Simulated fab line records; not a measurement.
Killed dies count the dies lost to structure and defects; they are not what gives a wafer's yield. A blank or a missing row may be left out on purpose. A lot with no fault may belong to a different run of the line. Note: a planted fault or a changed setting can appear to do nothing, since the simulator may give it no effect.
A struck lot beside a sound one || flow nand-harc || 12 steps out of a route of 1302
Sound: these wafers, L821.1, L821.2, L821.5. The struck wafers were L827.1, L827.4, L827.6. The cause is named last.
For every step that has rows: the tool of each side, followed by ch and its chambers, followed by its first start. Under that, the readings that differ: sound wafers || struck wafers || difference of the means || sigmas: that difference in standard deviations of wafers without a fault.
alike: readings with means less than 2 such deviations apart, plus words and numbers identical on both sides. not compared: withheld readings, readings lacking a value on some wafer, bounds such as >300 that could conceal the same value, and numbers that have no deviation in the record and whose values overlap.
A row with sigmas, a row that says differs or no value, or rows on one side alone: a step with any of these is where the two part. Numbers that don't overlap but have no deviation are shown without sigmas and don't part them. A reading missing from all wafers of one side parts the sides only when that side holds two or more wafers.

first, 1 step without rows for these wafers: NHARC_A_WL_FILL_CVD_23 (deposits poly-Si, target thk 40 nm, time 800 s).
NHARC_A_WL_FILL_ETCHBACK_26: etches the open film in HBr, target depth 52 nm, time 13.3 s.
  sound on rie-si-04 ch 1,2, day 21 12:41; struck on rie-si-01 ch 0,2,3, day 24 04:51
  alike: drypump-motor-current-A, oes-product-au, throttle-valve-pct
  not compared: rf-hours-counter-h
then, 2 steps without rows for these wafers: NHARC_A_WL_FILL_PRECLEAN_30 (cleans in dHF, time 10 s); NHARC_A_WL_FILL_SRD_14.
NHARC_A_WL_FILL_ALD_19: deposits TiN, target thk 2 nm, pulse time 3 s, ald cycles 100.
  sound on ald-metal-04 ch 0,1, day 21 12:58; struck on ald-metal-01 ch 0,2,3, day 24 05:08
  alike: heater-power-w, precursor-pulse-height-rel
NHARC_A_WL_FILL_CVD_20: deposits W, target thk 100 nm, time 74 s.
  sound: cvd-w-01 ch 0,1; struck: cvd-w-02 ch 0,1
  alike: heater-power-w, mfc-ar-sccm, throttle-valve-pct
NHARC_A_WL_FILL_CMP_12: polishes, t overpolish 30 s, target thk 100 nm.
  sound on cmp-01 ch 1,3, day 21 13:23; struck on cmp-02 ch 0,1,2, day 24 05:47
  alike: edge-zone-pressure-frac, motor-current-A, overpolish-run-s, time-to-endpoint-s
after that, 1 step had no rows for these wafers: NHARC_A_WL_FILL_SRD_31.
NHARC_A_WL_FILL_INSPECT_15:
  sound on defect-inspect-02 at day 21 13:49; struck on defect-inspect-02 at day 24 06:14
  alike: raw-defect-count
NHARC_A_CONTACT_DEP_24: deposits SiO2, target thk 500 nm.
  sound on pecvd-02 ch 0,2, day 21 13:57; struck on pecvd-04 ch 0,1,2, day 24 06:22
{"reading": "mfc-precursor-sccm (sccm)", "sound": "161.7 161.9 161.9", "struck": "187.6 187.7 188.6", "difference": "+26.1", "sigmas": "+56"}
  alike: heater-power-w, showerhead-vpp-V, throttle-valve-pct
NHARC_A_CONTACT_DEP_28: deposits aC, target thk 7000 nm.
  sound on acl-dep-03 ch 0, day 21 14:29; struck on acl-dep-03 ch 0, day 24 09:26
{"reading": "hold", "sound": "- - -", "struck": "await-dispo/1.8h/release await-dispo/1.8h/release await-dispo/1.8h/release", "difference": "no value on the sound wafers", "sigmas": ""}
  alike: throttle-valve-pct
after that, 1 step had no rows for these wafers: NHARC_END_SORT_01.

## WHERE THEY PART
Last at NHARC_A_CONTACT_DEP_28 as far as this record goes, first at NHARC_A_CONTACT_DEP_24.

WHY: what the simulator had put in
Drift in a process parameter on pecvd-04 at NHARC_A_CONTACT_DEP_24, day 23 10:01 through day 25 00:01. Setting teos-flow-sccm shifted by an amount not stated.
